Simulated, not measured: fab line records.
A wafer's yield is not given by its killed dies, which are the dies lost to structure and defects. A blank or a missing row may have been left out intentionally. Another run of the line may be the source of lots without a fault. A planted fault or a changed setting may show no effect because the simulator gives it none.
Chamber matching + flow nand-harc + 4 sister chambers for NHARC_P_M1_STRIP_18 on rie-diel-10
The step strips in N2/H2. 4 wafers are shown with their chamber, then 11 later ones without.

## EACH WAFER AND ITS CHAMBER
| wafer  | chamber | drypump-motor-current-A (A) |
|--------|---------|-----------------------------|
| L076.2 | 2       | 5.5                         |
| L088.2 | 0       | 5.6                         |
| L088.6 | 1       | 5.9                         |
| L088.3 | 3       | 5.6                         |

## WAFERS WITHOUT THEIR CHAMBER
| wafer  | drypump-motor-current-A (A) |
|--------|-----------------------------|
| L088.4 | 5.5                         |
| L088.5 | 5.5                         |
| L090.1 | 5.6                         |
| L090.5 | 5.7                         |
| L090.6 | 5.6                         |
| L093.1 | 5.6                         |
| L093.2 | 5.5                         |
| L093.4 | 5.7                         |
| L095.1 | 5.6                         |
| L095.5 | 5.5                         |
| L095.6 | 5.9                         |

## WHICH CHAMBER EACH WENT THROUGH
| wafer  | from the rows above     | in truth |
|--------|-------------------------|----------|
| L088.4 | 2                       | 2        |
| L088.5 | 2                       | 2        |
| L090.1 | can't be placed: 0 or 3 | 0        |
| L090.5 | can't be placed: 0 or 3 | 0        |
| L090.6 | can't be placed: 0 or 3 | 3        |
| L093.1 | can't be placed: 0 or 3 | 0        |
| L093.2 | 2                       | 2        |
| L093.4 | can't be placed: 0 or 3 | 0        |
| L095.1 | can't be placed: 0 or 3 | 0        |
| L095.5 | 2                       | 2        |
| L095.6 | 1                       | 1        |
Correct placement for 5 of the 11. Unplaceable from these rows: 6, with the true chamber sitting among the candidates in 6. Placed wrongly: 0.
How it was worked out, from the rows above alone: a wafer's distance from a chamber is the root of the sum, over the readings, of the square of ((its reading less the chamber's mean) divided by the reading's scatter). If the next closest chamber is less than 2 further off than the closest, the wafer can't be placed; otherwise it belongs to the closest. Each chamber's mean is taken over the wafers shown for it. The scatter: root of mean squared gap, hidden wafer to nearest shown wafer, with one shown wafer a chamber.
